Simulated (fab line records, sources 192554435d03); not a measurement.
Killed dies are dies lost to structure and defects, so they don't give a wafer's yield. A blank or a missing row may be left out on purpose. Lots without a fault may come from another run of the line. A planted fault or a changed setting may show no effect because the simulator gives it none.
Chamber matching | flow n5_finfet | N5_GATE_CUT_HM_DEP_46 on pecvd-02: 3 sister chambers
The step deposits SiO2 from TEOS/O2, target thk 130 nm, time 26.6 s. 20 wafers are shown with their chamber, then 10 later ones without.

WAFERS WITH THEIR CHAMBER
wafer  | chamber | throttle_valve_pct (%) | heater_power_w (W) | showerhead_plenum_p_Torr (Torr)
L075.4 | 1       | 17.9                   | 482                | 8.31
L075.5 | 2       | 18.8                   | 604                | 8.33
L075.6 | 0       | 18.0                   | 574                | 8.28
L076.2 | 2       | 19.0                   | 589                | 8.33
L076.3 | 0       | 17.9                   | 586                | 8.29
L076.4 | 0       | 18.0                   | 592                | 8.32
L077.1 | 2       | 18.9                   | 604                | 8.31
L077.2 | 1       | 18.0                   | 460                | 8.30
L077.4 | 2       | 18.8                   | 449                | 8.32
L078.1 | 0       | 18.2                   | 597                | 8.28
L078.4 | 2       | 19.0                   | 469                | 8.31
L078.6 | 0       | 18.2                   | 631                | 8.29
L080.3 | 2       | 18.9                   | 568                | 8.33
L080.4 | 0       | 18.0                   | 621                | 8.30
L080.5 | 2       | 18.9                   | 541                | 8.31
L082.3 | 1       | 18.3                   | 451                | 8.32
L082.4 | 1       | 18.4                   | 452                | 8.30
L082.5 | 2       | 18.8                   | 569                | 8.33
L085.2 | 2       | 19.0                   | 509                | 8.32
L085.5 | 0       | 18.1                   | 605                | 8.34

SIGNATURES (means of the wafers above)
reading                  | chamber 0 | chamber 1 | chamber 2 | scatter within a chamber
throttle_valve_pct       | 18.057    | 18.150    | 18.900    | 0.134
heater_power_w           | 600.86    | 461.25    | 544.67    | 41.5
showerhead_plenum_p_Torr | 8.3000    | 8.3075    | 8.3211    | 0.0153
Rule: a wafer's distance from a chamber is the root of the sum, over the readings, of the square of ((its reading less the chamber's mean) divided by the reading's scatter). The wafer belongs to the nearest chamber; if the next one is less than 2 further off, it can't be placed. The scatter: the root of (the sum of the squares of (reading less its chamber's mean) over the shown wafers, divided by (wafers less chambers)).

WAFERS WITHOUT THEIR CHAMBER
wafer  | throttle_valve_pct (%) | heater_power_w (W) | showerhead_plenum_p_Torr (Torr)
L085.6 | 18.0                   | 429                | 8.30
L086.1 | 19.1                   | 550                | 8.31
L086.3 | 18.5                   | 480                | 8.30
L086.5 | 18.0                   | 522                | 8.31
L088.1 | 18.2                   | 538                | 8.31
L088.3 | 18.3                   | 357                | 8.29
L088.4 | 18.2                   | 545                | 8.28
L097.3 | 18.5                   | 570                | 8.29
L097.5 | 18.1                   | 574                | 8.28
L097.6 | 18.9                   | 484                | 8.32

WHICH CHAMBER EACH WENT THROUGH
wafer  | from the rows above          | in truth
L085.6 | 1                            | 1
L086.1 | 2                            | 2
L086.3 | can't be placed: 1 or 2 or 0 | 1
L086.5 | can't be placed: 1 or 0      | 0
L088.1 | can't be placed: 1 or 0      | 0
L088.3 | 1                            | 1
L088.4 | can't be placed: 0 or 1      | 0
L097.3 | can't be placed: 0 or 2 or 1 | 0
L097.5 | can't be placed: 0 or 1      | 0
L097.6 | 2                            | 2
Placed correctly: 4 of 10. Can't be placed from these rows: 6 (the true chamber is among the candidates in 6). Placed wrongly: 0.
